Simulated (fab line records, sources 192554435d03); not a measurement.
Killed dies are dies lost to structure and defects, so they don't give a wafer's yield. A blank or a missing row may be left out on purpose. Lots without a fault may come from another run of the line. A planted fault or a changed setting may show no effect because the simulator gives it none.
Which tool did it? | flow n5_finfet | 9 lots, 27 wafers sampled, at 5 steps of a route of 1938

WHAT THE GAUGES READ, wafer by wafer
N5_BEOL_M0_SAQP_CD_MEAS_29: target cd 14.4 nm.
lot  | measured     | on        | cd_nm (nm)
L538 | day 6 21:07  | cd_sem-01 | 15.16 15.10 14.86
L540 | day 7 03:37  | cd_sem-03 | 15.07 14.80 14.89
L541 | day 7 08:55  | cd_sem-01 | 15.19 15.11 15.20
L544 | day 8 08:35  | cd_sem-01 | 14.91 15.17 14.66
L545 | day 8 13:42  | cd_sem-03 | 15.47 15.06 14.93
L549 | day 9 14:07  | cd_sem-02 | 14.96 15.27 15.23
L550 | day 9 18:54  | cd_sem-01 | 12.12 14.95 14.88
L552 | day 10 03:46 | cd_sem-01 | 11.92 11.85 14.82
L556 | day 11 03:28 | cd_sem-03 | 15.02 15.39 15.12

WHICH TOOL RAN EACH LOT (tool, then ch and the chambers of the sampled wafers, then the start)
lot  | N5_BEOL_M0_SAQP_DESCUM_19          | N5_BEOL_M0_SAQP_MANDREL1_REMOVE_100 | N5_BEOL_M0_SAQP_SPACER2_ALD_26   | N5_BEOL_M0_SAQP_MANDREL2_REMOVE_110
L538 | rie_diel-04 ch 0,1,2, day 6 17:05  | rie_si-02 ch 0,1,3, day 6 18:56     | ald_sin-03 ch 2,3, day 6 20:22   | rie_si-06 ch 0,1, day 6 21:00
L540 | rie_diel-05 ch 0,2,3, day 7 00:14  | rie_si-06 ch 0,1,2, day 7 01:41     | ald_sin-04 ch 0,2,3, day 7 02:52 | rie_si-02 ch 0,2,3, day 7 03:30
L541 | rie_diel-03 ch 0,2,3, day 7 03:46  | rie_si-02 ch 0,1,2, day 7 05:51     | ald_sin-04 ch 0,2,3, day 7 07:49 | rie_si-06 ch 1,2, day 7 08:48
L544 | rie_diel-04 ch 2,3, day 8 04:37    | rie_si-06 ch 0,3, day 8 06:19       | ald_sin-03 ch 0,2,3, day 8 07:48 | rie_si-06 ch 1,2,3, day 8 08:28
L545 | rie_diel-05 ch 1,2, day 8 09:32    | rie_si-02 ch 0,3, day 8 11:32       | ald_sin-01 ch 0,3, day 8 12:48   | rie_si-03 ch 1,3, day 8 13:35
L549 | rie_diel-04 ch 0,1,2, day 9 10:10  | rie_si-02 ch 2,3, day 9 11:46       | ald_sin-04 ch 0,2, day 9 13:19   | rie_si-03 ch 1,2, day 9 14:00
L550 | rie_diel-03 ch 1,2,3, day 9 14:53  | rie_si-03 ch 1,2,3, day 9 16:35     | ald_sin-04 ch 1,3, day 9 17:49   | rie_si-06 ch 0,1,3, day 9 18:47
L552 | rie_diel-03 ch 0,1,3, day 10 00:16 | rie_si-02 ch 0,1, day 10 01:43      | ald_sin-04 ch 0,3, day 10 02:50  | rie_si-03 ch 2,3, day 10 03:39
L556 | rie_diel-03 ch 0,2, day 10 23:50   | rie_si-06 ch 1,3, day 11 01:31      | ald_sin-03 ch 2,3, day 11 02:43  | rie_si-02 ch 0,3, day 11 03:22
- N5_BEOL_M0_SAQP_DESCUM_19: chemistry O2, time 7.9 s.
- N5_BEOL_M0_SAQP_MANDREL1_REMOVE_100: chemistry HBr/Cl2/O2, target a-Si, stops on SiNx, bt time 10 s.
- N5_BEOL_M0_SAQP_SPACER2_ALD_26: deposits SiO2, target thk 15 nm, pulse time 1 s, purge time 2 s.
- N5_BEOL_M0_SAQP_MANDREL2_REMOVE_110: chemistry HBr/Cl2/O2, target a-Si, stops on SiCN, bt time 10 s.

THE ANSWER, worked out from the rows above alone
Rule: what is usual is taken from the lots themselves. Put in order of their means at a reading, lots are off if they are a third of the lots or fewer, leave a main group of 4 or more, and stand apart from it by a gap of 3 or more times the standard deviation of the main group's means; of several such gaps the widest counts. A main group whose means are all the same, to the digits that the tables above print for the reading, isn't used. A lot without any number at a reading at which 4 lots or more have one is off too. The other lots that the step has rows for count as sound.
Off: L550, L552, at N5_BEOL_M0_SAQP_CD_MEAS_29 (cd_nm). The main group: mean 15.07 nm, standard deviation 0.11.
A tool fits if, at a process step before that reading, it ran every lot that is off, and no sound lot after the first of them. The gauges at N5_BEOL_M0_SAQP_CD_MEAS_29 are tried like those tools. Can't be told from this: 2 tools fit, ald_sin-04 at N5_BEOL_M0_SAQP_SPACER2_ALD_26, cd_sem-01 at N5_BEOL_M0_SAQP_CD_MEAS_29.

WHAT THE SIMULATOR HAD PUT IN
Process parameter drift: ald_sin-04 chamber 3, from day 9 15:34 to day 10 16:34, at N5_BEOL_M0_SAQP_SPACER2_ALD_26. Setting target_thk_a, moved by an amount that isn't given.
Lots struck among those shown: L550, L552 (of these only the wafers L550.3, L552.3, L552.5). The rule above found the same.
